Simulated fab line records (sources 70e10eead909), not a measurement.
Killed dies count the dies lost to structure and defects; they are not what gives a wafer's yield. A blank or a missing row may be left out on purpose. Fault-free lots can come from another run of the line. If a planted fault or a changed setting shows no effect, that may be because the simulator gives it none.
A lot that was struck, set against a sound lot :: flow nandHarc :: 15 steps out of a route of 1302
Sound: these wafers, L841.1, L841.3, L841.4. Struck: wafers L842.2, L842.4. (L842.6 of the same lot was not struck and is left out.) The cause comes at the end.
Per side, at each step with rows, come the tool, then ch with its chambers, and then its first start. Under that, the readings that differ: sound wafers :: struck wafers :: difference of the means :: sigmas: that difference in standard deviations of wafers without a fault.
alike: readings whose means differ by less than 2 such deviations, and words and numbers that are the same on both sides. not compared: withheld readings, readings that some wafer has no value for, bounds like >300 that may hide the same value, and numbers for which the record gives no deviation and whose values overlap.
A row with sigmas, a row that says differs or no value, or rows on one side alone: a step with any of these is where the two part. Numbers that have no deviation but don't overlap get no sigmas and don't part them. A reading that every wafer of one side lacks parts them only if that side has two wafers or more.

NHARC_A_CONTACT_ETCH_138: etches the open film in C4F8/O2/Ar, time 311 s, target depth 1914 nm.
  sound on harCapEtch-03 ch 0,1, day 22 16:28; struck on harCapEtch-03 ch 0,1, day 23 19:38
  not compared: rfHoursCounterH
NHARC_A_CONTACT_ETCH_139: etches the open film in C4F8/O2/Ar, time 195 s, target depth 840 nm.
  sound on harCapEtch-03 ch 0,1, day 22 16:44; struck on harCapEtch-03 ch 0,1, day 23 19:54
  not compared: rfHoursCounterH
NHARC_A_CONTACT_ETCH_92: etches the open film in CH3F/O2, target depth 40 nm, time 85.7 s.
  sound on rieDiel-04 ch 0,1,2, day 22 17:15; struck on rieDiel-04 ch 0,2, day 23 20:30
reading: rfHoursCounterH (h)
sound: 30 25 29
struck: 2 2
difference: -26
sigmas: 
  alike: drypumpMotorCurrentA, oesProductAu, rfVppV, showerheadPlenumPTorr, throttleValvePct
NHARC_A_CONTACT_ETCH_98: etches the open film in C4F6/O2, target depth 20 nm, time 10 s.
  sound: rieDiel-04 ch 0,1,2; struck: rieDiel-04 ch 1,2
reading: rfHoursCounterH (h)
sound: 25 30 30
struck: 2 2
difference: -26
sigmas: 
  alike: drypumpMotorCurrentA, oesProductAu, rfVppV, showerheadPlenumPTorr, throttleValvePct
NHARC_A_CONTACT_CD_MEAS_15:
  sound on cdSem-02, day 22 17:28; struck on cdSem-03, day 23 20:42
  alike: cdNm
then, 6 steps without rows for these wafers: NHARC_A_CONTACT_STRIP_107 (strips in N2/H2); NHARC_A_CONTACT_STRIP_108 (strips in CF4/CHF3); NHARC_A_CONTACT_STRIP_109 (strips in O2/COS); NHARC_A_CONTACT_ETCH_110 (etches the open film in CF4/O2, target depth 60 nm, overetch 6 nm, time 33 s); NHARC_A_CONTACT_STRIP_26 (strips in O2); NHARC_A_CONTACT_STRIP_27 (strips in post etch residue remover, time 600 s).
NHARC_A_CONTACT_ALD_18: deposits TiN, target thk 3 nm, pulse time 1 s, ald cycles 150.
  sound on aldMetal-03 ch 0,1,3, day 22 18:25; struck on aldMetal-02 ch 0,3, day 23 21:48
reading: sinceWetCleanH (h)
sound: 122 122 122
struck: 108 108
difference: -14
sigmas: 
  alike: heaterPowerW, precursorPulseHeightRel
NHARC_A_CONTACT_CVD_19: deposits W, target thk 300 nm, time 802 s.
  sound on cvdW-02 ch 0, day 22 18:37; struck on cvdW-02 ch 0, day 23 22:09
  alike: heaterPowerW, throttleValvePct
  not compared: sinceWetCleanH
NHARC_A_CONTACT_CMP_20: polishes, t overpolish 30 s, target thk 300 nm.
  sound on cmp-03 ch 0,2,3, day 22 20:17; struck on cmp-03 ch 0,1, day 23 22:56
reading: timeToEndpointS (s)
sound: 62 62 60
struck: 43 40
difference: -20
sigmas: -6
  alike: motorCurrentA, overpolishRunS
-- the record jumps here: 3 days lie between the struck wafers' starts before and after (it left off in module A_CONTACT and takes up again in module END, whose first step shown is number 1302 of the route) --
NHARC_END_SORT_01:
  sound on prober-02 ch 0, day 27 05:40; struck on prober-02 ch 0, day 26 22:39
  alike: killedAtArray, killedAtOther, killedAtPeriphery, killedDies, killedOpen, killedShort

## WHERE THEY PART
At NHARC_A_CONTACT_CMP_20 and nowhere else, as far as this record goes. Later steps at which nothing parts them and some readings are alike: NHARC_END_SORT_01.

WHY: the cause the simulator had injected
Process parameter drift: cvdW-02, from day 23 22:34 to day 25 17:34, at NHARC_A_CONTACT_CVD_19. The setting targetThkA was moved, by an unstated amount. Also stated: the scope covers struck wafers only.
